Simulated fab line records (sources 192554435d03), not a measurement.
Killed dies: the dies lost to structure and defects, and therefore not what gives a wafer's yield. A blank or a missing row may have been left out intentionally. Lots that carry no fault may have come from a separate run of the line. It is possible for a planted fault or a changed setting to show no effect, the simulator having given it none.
What tool caused it? ; flow n5-finfet ; Sampling: 24 lots, 72 wafers, 6 of 1938 route steps

WHAT THE GAUGES SHOWED, per wafer
N5_BEOL_M5_INSPECT_58: inspects for defects (darkfield). Usual: raw-defect-count at 72, with a standard deviation of 24.
lot;measured;on;raw-defect-count;flag
L074;day 8 07:37;defect-inspect-02;45 48 55;
L075;day 8 13:32;defect-inspect-01;133 130 129;
L076;day 9 03:12;defect-inspect-02;46 72 68;
L077;day 9 08:06;defect-inspect-01;79 84 54;
L078;day 9 08:12;defect-inspect-02;79 78 61;
L079;day 9 14:39;defect-inspect-02;63 52 70;
L080;day 10 11:11;defect-inspect-01;58 53 76;
L081;day 10 19:15;defect-inspect-01;145 57 65;
L083;day 10 21:41;defect-inspect-02;57 32 40;
L082;day 11 08:53;defect-inspect-01;61 62 103;
L084;day 12 03:07;defect-inspect-02;113 70 72;
L085;day 12 00:10;defect-inspect-01;68 79 83;
L086;day 12 06:21;defect-inspect-02;56 72 50;
L087;day 12 10:28;defect-inspect-02;94 99 65;
L089;day 12 08:43;defect-inspect-01;71 59 69;
L088;day 12 10:53;defect-inspect-01;45 77 104;
L090;day 12 15:15;defect-inspect-01;64 63 51;
L091;day 13 09:43;defect-inspect-02;73 58 66;
L092;day 13 10:50;defect-inspect-02;61 66 76;
L093;day 13 15:25;defect-inspect-01;61 87 37;
L094;day 14 11:28;defect-inspect-02;45 66 101;
L095;day 14 12:28;defect-inspect-01;95 73 77;
L096;day 14 15:08;defect-inspect-02;70 39 72;
L097;day 14 21:08;defect-inspect-01;80 65 62;

EACH LOT AND THE TOOL THAT RAN IT (in order: tool; ch and the chambers of the sampled wafers; start)
lot;N5_BEOL_M5_STRIP_19;N5_BEOL_M5_ETCH_68;N5_BEOL_M5_STRIP_91;N5_BEOL_M5_CMP_52;N5_BEOL_M5_CO_CAP_78
L074;rie-diel-06 ch 2,3, day 7 22:07;rie-diel-02 ch 0,1,2, day 8 00:11;rie-diel-02 ch 0,1,2, day 8 07:06 or earlier;cmp-02 ch 0,1,2, day 8 07:06;cvd-co-01 ch 1,2, day 8 07:24
L075;rie-diel-04 ch 0,2,3, day 8 04:41;rie-diel-02 ch 0,1,2, day 8 05:59;rie-diel-02 ch 0,1,2, day 8 12:56 or earlier;cmp-04 ch 1,2, day 8 12:56;cvd-co-02 ch 1,2, day 8 13:19
L076;rie-diel-06 ch 0,1, day 8 17:11;rie-diel-02 ch 0,1,2, day 8 19:57;rie-diel-02 ch 0,1,2, day 9 02:37 or earlier;cmp-04 ch 1,2, day 9 02:37;cvd-co-01 ch 0,1,2, day 9 02:59
L077;rie-diel-04 ch 0,1,2, day 8 23:53;rie-diel-06 ch 0,1,2, day 9 00:31;rie-diel-06 ch 0,1,2, day 9 07:31 or earlier;cmp-04 ch 0,1,3, day 9 07:31;cvd-co-02 ch 1,2, day 9 07:53
L078;rie-diel-02 ch 0,1,3, day 9 00:07;rie-diel-02 ch 0,3, day 9 00:51;rie-diel-02 ch 0,3, day 9 07:40 or earlier;cmp-03 ch 0,2,3, day 9 07:40;cvd-co-01 ch 0,1, day 9 07:59
L079;rie-diel-04 ch 1,2, day 9 03:03;rie-diel-04 ch 0,1,2, day 9 07:28;rie-diel-04 ch 0,1,2, day 9 14:04 or earlier;cmp-02 ch 0,2,3, day 9 14:04;cvd-co-02 ch 0,1, day 9 14:25
L080;rie-diel-04 ch 2,3, day 10 02:11;rie-diel-06 ch 0,1, day 10 03:07;rie-diel-06 ch 0,1, day 10 10:43 or earlier;cmp-04 ch 0,2,3, day 10 10:43;cvd-co-01 ch 0,1,2, day 10 10:59
L081;rie-diel-06 ch 0,3, day 10 09:20;rie-diel-02 ch 0,1,2, day 10 11:34;rie-diel-02 ch 0,1,2, day 10 18:41 or earlier;cmp-04 ch 0,1,3, day 10 18:41;cvd-co-02 ch 0,1,2, day 10 19:01
L083;rie-diel-02 ch 0,1,3, day 10 13:08;rie-diel-04 ch 1,3, day 10 14:12;rie-diel-04 ch 1,3, day 10 21:06 or earlier;cmp-04 ch 0,1,3, day 10 21:06;cvd-co-02 ch 0,1,2, day 10 21:28
L082;rie-diel-04 ch 0,1,3, day 11 00:37;rie-diel-06 ch 1,3, day 11 01:45;rie-diel-06 ch 1,3, day 11 08:20 or earlier;cmp-02 ch 0,1,3, day 11 08:20;cvd-co-01 ch 1,2, day 11 08:40
L084;rie-diel-06 ch 0,2,3, day 11 15:24;rie-diel-02 ch 2,3, day 11 17:28;rie-diel-02 ch 2,3, day 12 02:35 or earlier;cmp-03 ch 1,2,3, day 12 02:35;cvd-co-02 ch 0,1, day 12 02:55
L085;rie-diel-06 ch 1,2, day 11 15:35;rie-diel-04 ch 0,3, day 11 17:09;rie-diel-04 ch 0,3, day 11 23:39 or earlier;cmp-02 ch 1,2,3, day 11 23:39;cvd-co-02 ch 0,2, day 11 23:57
L086;rie-diel-06 ch 0,2,3, day 11 18:20;rie-diel-02 ch 0,1,3, day 11 23:21;rie-diel-02 ch 0,1,3, day 12 05:46 or earlier;cmp-03 ch 0,2,3, day 12 05:46;cvd-co-01 ch 0,1, day 12 06:08
L087;rie-diel-04 ch 0,1,2, day 12 00:08;rie-diel-02 ch 0,1,3, day 12 01:50;rie-diel-02 ch 0,1,3, day 12 09:55 or earlier;cmp-02 ch 1,2,3, day 12 09:55;cvd-co-02 ch 0,1,2, day 12 10:15
L089;rie-diel-06 ch 1,3, day 12 00:20;rie-diel-04 ch 2,3, day 12 01:47;rie-diel-04 ch 2,3, day 12 08:08 or earlier;cmp-03 ch 1,2,3, day 12 08:08;cvd-co-02 ch 0,1, day 12 08:30
L088;rie-diel-06 ch 1,2, day 12 00:50;rie-diel-06 ch 0,1, day 12 02:14;rie-diel-06 ch 0,1, day 12 10:23 or earlier;cmp-04 ch 1,2,3, day 12 10:23;cvd-co-02 ch 0,1, day 12 10:41
L090;rie-diel-02 ch 1,2,3, day 12 01:40;rie-diel-06 ch 0,1, day 12 07:59;rie-diel-06 ch 0,1, day 12 14:42 or earlier;cmp-02 ch 0,1, day 12 14:42;cvd-co-02 ch 0,1, day 12 15:02
L091;rie-diel-02 ch 0,2,3, day 12 23:47;rie-diel-04 ch 0,1,3, day 13 01:52;rie-diel-04 ch 0,1,3, day 13 09:12 or earlier;cmp-03 ch 0,1,3, day 13 09:12;cvd-co-01 ch 0,1, day 13 09:30
L092;rie-diel-04 ch 0,1,2, day 13 00:13;rie-diel-02 ch 0,2,3, day 13 02:00;rie-diel-02 ch 0,2,3, day 13 10:19 or earlier;cmp-04 ch 0,1,2, day 13 10:19;cvd-co-01 ch 0,2, day 13 10:37
L093;rie-diel-04 ch 1,2, day 13 03:06;rie-diel-06 ch 0,1,2, day 13 06:14;rie-diel-06 ch 0,1,2, day 13 14:52 or earlier;cmp-02 ch 0,2,3, day 13 14:52;cvd-co-01 ch 0,2, day 13 15:10
L094;rie-diel-02 ch 0,1,3, day 14 02:17;rie-diel-06 ch 0,1,3, day 14 04:03;rie-diel-06 ch 0,1,3, day 14 10:51 or earlier;cmp-04 ch 0,3, day 14 10:51;cvd-co-02 ch 0,2, day 14 11:13
L095;rie-diel-02 ch 0,1, day 14 02:35;rie-diel-02 ch 1,2, day 14 04:13;rie-diel-02 ch 1,2, day 14 11:52 or earlier;cmp-02 ch 0,1,2, day 14 11:52;cvd-co-01 ch 0,1,2, day 14 12:14
L096;rie-diel-04 ch 0,1,2, day 14 02:55;rie-diel-04 ch 0,2,3, day 14 04:24;rie-diel-04 ch 0,1, day 14 14:20 or earlier;cmp-02 ch 0,1,2, day 14 14:20;cvd-co-02 ch 0,1,2, day 14 14:55
L097;rie-diel-06 ch 0,2, day 14 12:49;rie-diel-06 ch 0,2,3, day 14 13:31;rie-diel-06 ch 0,2,3, day 14 20:30 or earlier;cmp-03 ch 1,2,3, day 14 20:30;cvd-co-02 ch 0,1, day 14 20:55
- N5_BEOL_M5_STRIP_19: strips in O2.
- N5_BEOL_M5_ETCH_68: etches SOC in N2/H2, target depth 80 nm, overetch 16 nm, time 120 s.
- N5_BEOL_M5_STRIP_91: strips in N2/H2, time 10 s.
- N5_BEOL_M5_CMP_52: polishes, stops on SiCOH lowk, t overpolish 6.9 s, target thk 62 nm.
- N5_BEOL_M5_CO_CAP_78: material Co, precursor CCTBA/H2, target thk 2 nm, time 102.1 s.

WHAT THE TOOLS THEMSELVES READ (means of the sampled wafers that have a number; where no wafer has one, the mark that the record gives instead)
N5_BEOL_M5_STRIP_19. Usual: drypump-motor-current-A 5.5 A, standard deviation 0.35; oes-product-au 0.78 a.u., standard deviation 0.08; rf-vpp-V 3.6 V, standard deviation 0.49; showerhead-plenum-p-Torr 2.11 Torr, standard deviation 0.07; throttle-valve-pct 16.75 %, standard deviation 0.2.
lot;tool;drypump-motor-current-A (A);oes-product-au (a.u.);rf-vpp-V (V);showerhead-plenum-p-Torr (Torr);throttle-valve-pct (%);flag
L074;rie-diel-06;5.5;0.84;3.2;2.18;16.45;
L075;rie-diel-04;5.6;0.77;3.6;2.09;16.75;
L076;rie-diel-06;5.5;0.81;3.1;2.09;16.77;
L077;rie-diel-04;5.4;0.75;3.7;2.05;16.76;
L078;rie-diel-02;5.5;0.76;3.2;2.14;17.00;
L079;rie-diel-04;5.5;0.70;3.8;2.03;16.79;
L080;rie-diel-04;5.6;0.71;3.6;2.07;16.80;
L081;rie-diel-06;5.3;0.81;3.5;2.20;16.47;
L083;rie-diel-02;5.5;0.75;3.6;2.14;17.02;
L082;rie-diel-04;5.3;0.73;3.8;2.10;16.85;
L084;rie-diel-06;5.6;0.78;3.2;2.16;16.62;
L085;rie-diel-06;5.6;0.79;3.4;2.05;16.83;
L086;rie-diel-06;5.6;0.78;3.9;2.16;16.62;
L087;rie-diel-04;5.5;0.84;4.0;2.04;16.64;
L089;rie-diel-06;5.3;0.84;4.0;2.14;16.54;
L088;rie-diel-06;5.9;0.78;3.8;2.08;16.79;
L090;rie-diel-02;5.8;0.81;3.5;2.13;16.80;
L091;rie-diel-02;5.4;0.89;4.1;2.12;16.67;
L092;rie-diel-04;5.4;0.81;3.0;2.04;16.65;
L093;rie-diel-04;5.2;0.85;3.4;2.04;16.57;
L094;rie-diel-02;5.5;0.82;3.4;2.13;16.91;
L095;rie-diel-02;5.6;0.77;3.6;2.09;16.92;
L096;rie-diel-04;5.4;0.80;4.0;2.04;16.68;
L097;rie-diel-06;5.7;0.73;4.0;2.14;16.78;

N5_BEOL_M5_ETCH_68. Usual: drypump-motor-current-A 5.5 A, standard deviation 0.38; oes-product-au 0.61 a.u., standard deviation 0.067; rf-vpp-V 524.1 V, standard deviation 2.5; showerhead-plenum-p-Torr 2.55 Torr, standard deviation 0.094; throttle-valve-pct 17.91 %, standard deviation 0.24.
lot;tool;drypump-motor-current-A (A);oes-product-au (a.u.);rf-vpp-V (V);showerhead-plenum-p-Torr (Torr);throttle-valve-pct (%);flag
L074;rie-diel-02;5.5;0.60;522.0;2.50;17.83;
L075;rie-diel-02;5.5;0.60;523.3;2.50;17.84;
L076;rie-diel-02;5.5;0.59;523.3;2.50;17.84;
L077;rie-diel-06;5.7;0.60;524.1;2.56;17.97;
L078;rie-diel-02;5.1;0.58;524.7;2.58;18.27;
L079;rie-diel-04;5.5;0.58;521.8;2.47;17.82;
L080;rie-diel-06;5.5;0.60;524.2;2.53;18.01;
L081;rie-diel-02;5.5;0.59;522.9;2.49;17.87;
L083;rie-diel-04;5.3;0.54;524.9;2.59;17.99;
L082;rie-diel-06;5.3;0.64;526.2;2.63;17.79;
L084;rie-diel-02;5.7;0.66;526.3;2.62;17.96;
L085;rie-diel-04;5.5;0.57;525.3;2.58;17.90;
L086;rie-diel-02;5.5;0.64;524.1;2.57;18.02;
L087;rie-diel-02;5.5;0.64;525.3;2.57;18.02;
L089;rie-diel-04;5.5;0.54;525.1;2.56;17.88;
L088;rie-diel-06;5.5;0.58;524.8;2.59;18.05;
L090;rie-diel-06;5.5;0.60;523.0;2.52;18.04;
L091;rie-diel-04;5.4;0.63;522.8;2.53;17.79;
L092;rie-diel-02;5.4;0.67;524.2;2.56;17.86;
L093;rie-diel-06;5.7;0.58;524.8;2.55;18.02;
L094;rie-diel-06;5.4;0.59;525.7;2.60;17.95;
L095;rie-diel-02;5.9;0.61;522.9;2.47;17.61;
L096;rie-diel-04;5.6;0.57;522.6;2.50;17.85;
L097;rie-diel-06;5.6;0.58;526.1;2.63;17.92;

N5_BEOL_M5_STRIP_91. Usual: drypump-motor-current-A 5.5 A, standard deviation 0.39; oes-product-au 0.79 a.u., standard deviation 0.089; rf-vpp-V 59.1 V, standard deviation 0.8; showerhead-plenum-p-Torr 2.55 Torr, standard deviation 0.093; throttle-valve-pct 23.8 %, standard deviation 0.32.
lot;tool;drypump-motor-current-A (A);oes-product-au (a.u.);rf-vpp-V (V);showerhead-plenum-p-Torr (Torr);throttle-valve-pct (%);flag
L074;rie-diel-02;5.5;0.79;58.9;2.50;23.7;
L075;rie-diel-02;5.5;0.79;58.5;2.50;23.7;
L076;rie-diel-02;5.5;0.79;58.7;2.49;23.7;
L077;rie-diel-06;5.7;0.79;59.6;2.56;23.9;
L078;rie-diel-02;5.1;0.75;59.1;2.58;24.3;
L079;rie-diel-04;5.5;0.74;58.5;2.46;23.7;
L080;rie-diel-06;5.5;0.80;59.1;2.53;24.0;
L081;rie-diel-02;5.5;0.76;58.9;2.49;23.7;
L083;rie-diel-04;5.3;0.69;59.4;2.59;23.7;
L082;rie-diel-06;5.3;0.84;58.9;2.63;23.6;
L084;rie-diel-02;5.7;0.86;59.6;2.62;24.0;
L085;rie-diel-04;5.5;0.74;59.3;2.57;23.7;
L086;rie-diel-02;5.5;0.85;59.3;2.56;24.0;
L087;rie-diel-02;5.5;0.85;58.6;2.56;23.9;
L089;rie-diel-04;5.5;0.70;59.1;2.55;23.5;
L088;rie-diel-06;5.5;0.75;59.5;2.59;24.0;
L090;rie-diel-06;5.5;0.78;58.6;2.52;24.0;
L091;rie-diel-04;5.3;0.81;59.3;2.52;23.6;
L092;rie-diel-02;5.4;0.89;59.6;2.55;23.8;
L093;rie-diel-06;5.7;0.77;59.2;2.55;23.9;
L094;rie-diel-06;5.4;0.77;58.9;2.60;23.9;
L095;rie-diel-02;5.9;0.80;58.5;2.47;23.4;
L096;rie-diel-04;5.5;0.84;58.4;2.47;23.7;
L097;rie-diel-06;5.6;0.76;59.2;2.63;23.8;

N5_BEOL_M5_CMP_52. Usual: barrier-field-endpoint-s 24.6 s, standard deviation 0.66; edge-zone-pressure-frac 1.001, standard deviation 0.0049; head-pressure-psi 0.9997 psi, standard deviation 0.0021; motor-current-A 6.0 A, standard deviation 0.68; overpolish-run-s 6.900 s, standard deviation 0.0091; time-to-endpoint-s 63 s, standard deviation 3.4.
lot;tool;barrier-field-endpoint-s (s);edge-zone-pressure-frac;head-pressure-psi (psi);motor-current-A (A);overpolish-run-s (s);time-to-endpoint-s (s);flag
L074;cmp-02;24.3;1.003;0.9993;6.2;6.894;62;
L075;cmp-04;25.1;0.995;0.9988;6.7;6.895;63;
L076;cmp-04;24.8;0.998;1.0001;6.5;6.894;66;
L077;cmp-04;23.9;0.999;1.0007;6.2;6.895;62;
L078;cmp-03;24.3;0.999;0.9992;6.1;6.892;62;
L079;cmp-02;25.0;0.999;1.0003;5.9;6.898;64;
L080;cmp-04;24.3;1.000;0.9997;5.9;6.903;65;
L081;cmp-04;25.0;1.000;0.9997;6.1;6.906;65;
L083;cmp-04;25.0;0.998;0.9979;6.0;6.902;65;
L082;cmp-02;24.0;0.996;1.0003;5.9;6.904;59;
L084;cmp-03;24.3;0.998;0.9986;6.0;6.902;62;
L085;cmp-02;24.2;1.003;0.9997;6.3;6.904;60;
L086;cmp-03;24.0;1.000;0.9996;6.2;6.905;62;
L087;cmp-02;24.4;0.998;1.0001;6.0;6.891;60;
L089;cmp-03;24.3;1.001;1.0012;6.3;6.907;61;
L088;cmp-04;25.1;1.003;0.9991;6.5;6.900;65;
L090;cmp-02;24.0;1.007;0.9989;6.1;6.896;60;
L091;cmp-03;24.9;1.003;1.0009;5.6;6.903;68;
L092;cmp-04;24.4;0.999;0.9991;6.3;6.902;63;
L093;cmp-02;23.9;1.005;1.0017;5.8;6.892;60;
L094;cmp-04;24.5;0.997;0.9984;5.6;6.909;61;
L095;cmp-02;25.1;1.005;0.9976;6.1;6.899;66;
L096;cmp-02;24.9;1.002;0.9999;6.1;6.893;66;
L097;cmp-03;24.7;1.004;0.9978;6.3;6.903;63;

N5_BEOL_M5_CO_CAP_78. Usual: heater-power-w at 239 W, with a standard deviation of 28.
lot;tool;heater-power-w (W);flag
L074;cvd-co-01;269;
L075;cvd-co-02;222;
L076;cvd-co-01;269;
L077;cvd-co-02;227;
L078;cvd-co-01;278;
L079;cvd-co-02;218;
L080;cvd-co-01;267;
L081;cvd-co-02;219;
L083;cvd-co-02;222;
L082;cvd-co-01;277;
L084;cvd-co-02;225;
L085;cvd-co-02;218;
L086;cvd-co-01;256;
L087;cvd-co-02;220;
L089;cvd-co-02;219;
L088;cvd-co-02;220;
L090;cvd-co-02;218;
L091;cvd-co-01;256;
L092;cvd-co-01;257;
L093;cvd-co-01;247;
L094;cvd-co-02;218;
L095;cvd-co-01;265;
L096;cvd-co-02;222;
L097;cvd-co-02;220;

THE ANSWER, worked out from the rows above alone
Rule: lot off if the mean of its wafers having a number is beyond 3 standard deviations from the usual mean. A lot without any number at a reading at which 4 lots or more have one is off too. The other lots that the step has rows for count as sound. After the gauges, taken in route order, come the tools' own readings; for these a lot's mean is taken, as printed above. The first step at which some lot is off is used, and at that step the reading that is off furthest; a lot without a number counts as furthest.
No lot is off on any of the readings shown, so nothing can be concluded from this.

WHAT WAS PUT IN BY THE SIMULATOR
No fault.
